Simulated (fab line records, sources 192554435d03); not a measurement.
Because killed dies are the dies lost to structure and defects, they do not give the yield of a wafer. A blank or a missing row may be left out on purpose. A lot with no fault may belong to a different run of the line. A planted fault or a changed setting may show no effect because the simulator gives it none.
Split-lot study :: flow n5 finfet :: on a route of 1938 steps: 7 lots, 21 wafers read

## ABOUT THE SPLIT
At N5_BEOL_M10_COAT_64 (time 60 s, resist thk 30 nm), the setting spin rpm was moved away from the recipe's 1500 rpm on 9 of the 21 wafers read, by +3.1% to +10.6%. For the rest of the wafers, this setting stayed at what the recipe calls for.

## FROM THE SPLIT TO THE READING: what the file shows between them, 3 steps
- N5_BEOL_M10_COAT_22: resist thk 90 nm
- N5_BEOL_M10_EBR_24
- N5_BEOL_M10_DESCUM_33: chemistry O2, time 7.9 s

## THE READING
CAR-ArF_of_BEOL_M10_COAT_22.thk nm (the simulator's own value, which no gauge read), in nm, at N5_BEOL_M10_ETCH_65 (etches SiARC in CF4, target depth 39 nm, time 65 s). The file does not state a usual value for it. Average 55.8 nm, standard deviation 0.3 nm, over the 12 wafers here run with the recipe.

wafer: L077.1
tool, chamber at the split: litho track-04, 0
spin rpm as run, rpm: 1500
against the recipe: recipe
CAR-ArF_of_BEOL_M10_COAT_22.thk nm, nm: 56.2
against lot-mates on the recipe: -

wafer: L077.3
tool, chamber at the split: litho track-04, 0
spin rpm as run, rpm: 1588
against the recipe: +5.9%
CAR-ArF_of_BEOL_M10_COAT_22.thk nm, nm: 57.2
against lot-mates on the recipe: +1.0

wafer: L077.5
tool, chamber at the split: litho track-04, 0
spin rpm as run, rpm: 1588
against the recipe: +5.9%
CAR-ArF_of_BEOL_M10_COAT_22.thk nm, nm: 57
against lot-mates on the recipe: +0.8

wafer: L079.1
tool, chamber at the split: litho track-04, 0
spin rpm as run, rpm: 1500
against the recipe: recipe
CAR-ArF_of_BEOL_M10_COAT_22.thk nm, nm: 55.4
against lot-mates on the recipe: -

wafer: L079.2
tool, chamber at the split: litho track-04, 0
spin rpm as run, rpm: 1613
against the recipe: +7.5%
CAR-ArF_of_BEOL_M10_COAT_22.thk nm, nm: 56.8
against lot-mates on the recipe: +1.4

wafer: L079.4
tool, chamber at the split: litho track-04, 0
spin rpm as run, rpm: 1613
against the recipe: +7.5%
CAR-ArF_of_BEOL_M10_COAT_22.thk nm, nm: 56.4
against lot-mates on the recipe: +1.0

wafer: L083.4
tool, chamber at the split: litho track-04, 0
spin rpm as run, rpm: 1500
against the recipe: recipe
CAR-ArF_of_BEOL_M10_COAT_22.thk nm, nm: 55.6
against lot-mates on the recipe: -

wafer: L083.5
tool, chamber at the split: litho track-04, 0
spin rpm as run, rpm: 1659
against the recipe: +10.6%
CAR-ArF_of_BEOL_M10_COAT_22.thk nm, nm: 56.6
against lot-mates on the recipe: +1.1

wafer: L083.6
tool, chamber at the split: litho track-04, 0
spin rpm as run, rpm: 1500
against the recipe: recipe
CAR-ArF_of_BEOL_M10_COAT_22.thk nm, nm: 55.4
against lot-mates on the recipe: -

wafer: L084.2
tool, chamber at the split: litho track-02, 0
spin rpm as run, rpm: 1553
against the recipe: +3.5%
CAR-ArF_of_BEOL_M10_COAT_22.thk nm, nm: 56.4
against lot-mates on the recipe: +0.6

wafer: L084.3
tool, chamber at the split: litho track-02, 0
spin rpm as run, rpm: 1553
against the recipe: +3.5%
CAR-ArF_of_BEOL_M10_COAT_22.thk nm, nm: 56.2
against lot-mates on the recipe: +0.4

wafer: L084.5
tool, chamber at the split: litho track-02, 0
spin rpm as run, rpm: 1500
against the recipe: recipe
CAR-ArF_of_BEOL_M10_COAT_22.thk nm, nm: 55.8
against lot-mates on the recipe: -

wafer: L086.2
tool, chamber at the split: litho track-04, 0
spin rpm as run, rpm: 1546
against the recipe: +3.1%
CAR-ArF_of_BEOL_M10_COAT_22.thk nm, nm: 55.8
against lot-mates on the recipe: +0.4

wafer: L086.4
tool, chamber at the split: litho track-04, 0
spin rpm as run, rpm: 1500
against the recipe: recipe
CAR-ArF_of_BEOL_M10_COAT_22.thk nm, nm: 55.4
against lot-mates on the recipe: -

wafer: L086.5
tool, chamber at the split: litho track-04, 0
spin rpm as run, rpm: 1546
against the recipe: +3.1%
CAR-ArF_of_BEOL_M10_COAT_22.thk nm, nm: 56
against lot-mates on the recipe: +0.6

wafer: L087.1
tool, chamber at the split: litho track-02, 0
spin rpm as run, rpm: 1500
against the recipe: recipe
CAR-ArF_of_BEOL_M10_COAT_22.thk nm, nm: 56
against lot-mates on the recipe: -

wafer: L087.3
tool, chamber at the split: litho track-02, 0
spin rpm as run, rpm: 1500
against the recipe: recipe
CAR-ArF_of_BEOL_M10_COAT_22.thk nm, nm: 55.8
against lot-mates on the recipe: -

wafer: L087.6
tool, chamber at the split: litho track-02, 0
spin rpm as run, rpm: 1500
against the recipe: recipe
CAR-ArF_of_BEOL_M10_COAT_22.thk nm, nm: 56.2
against lot-mates on the recipe: -

wafer: L094.1
tool, chamber at the split: litho track-04, 0
spin rpm as run, rpm: 1500
against the recipe: recipe
CAR-ArF_of_BEOL_M10_COAT_22.thk nm, nm: 56
against lot-mates on the recipe: -

wafer: L094.2
tool, chamber at the split: litho track-04, 0
spin rpm as run, rpm: 1500
against the recipe: recipe
CAR-ArF_of_BEOL_M10_COAT_22.thk nm, nm: 55.8
against lot-mates on the recipe: -

wafer: L094.6
tool, chamber at the split: litho track-04, 0
spin rpm as run, rpm: 1500
against the recipe: recipe
CAR-ArF_of_BEOL_M10_COAT_22.thk nm, nm: 56.2
against lot-mates on the recipe: -

THE FIT
A straight line over all 21 wafers: CAR-ArF_of_BEOL_M10_COAT_22.thk nm changes by +0.113 nm for each +1% of spin rpm; r = +0.74; the points scatter about the line by 0.35 nm.
The same after taking each lot's own level away (the mean of its wafers on the recipe; 21 wafers): +0.135 nm for each +1%; r = +0.94; scatter 0.17 nm.
The reading moves by 1.4 nm for the largest change in spin rpm, on that fit.
The lots' own levels span 55.40 to 56.20 nm, that is 2.7 times the standard deviation above.
So the lot-to-lot level blurs the effect unless lot-mates are compared.
Check: for one of the wafers moved furthest among these (+10.6%), held out of the fit, the line's prediction against its lot-mates is +1.65 nm. Against them it came out at +1.1 nm.

## THE WHOLE CHAIN: every reading that the file lists as answering this split, in the file's order
step: N5_BEOL_M10_COAT_64
what it does: time 60 s, resist thk 30 nm
reading: SiARC_of_BEOL_M10_COAT_64.thk nm (the simulator's own value, which no gauge read)
change (the file's fit): -0.14 nm for each +1% of the setting
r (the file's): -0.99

step: N5_BEOL_M10_ETCH_65
what it does: etches SiARC in CF4, target depth 39 nm, time 65 s
reading: etch.depth nm (the simulator's own value, which no gauge read)
change (the file's fit): -0.141 nm for each +1% of the setting
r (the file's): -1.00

step: N5_BEOL_M10_ETCH_65
what it does: etches SiARC in CF4, target depth 39 nm, time 65 s
reading: CAR-ArF_of_BEOL_M10_COAT_22.thk nm (the simulator's own value, which no gauge read)
change (the file's fit): +0.13 nm for each +1% of the setting
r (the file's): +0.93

## THE FILE'S OWN FIT
CAR-ArF_of_BEOL_M10_COAT_22.thk nm changes by +0.13 nm for each +1% of spin rpm, r = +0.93.
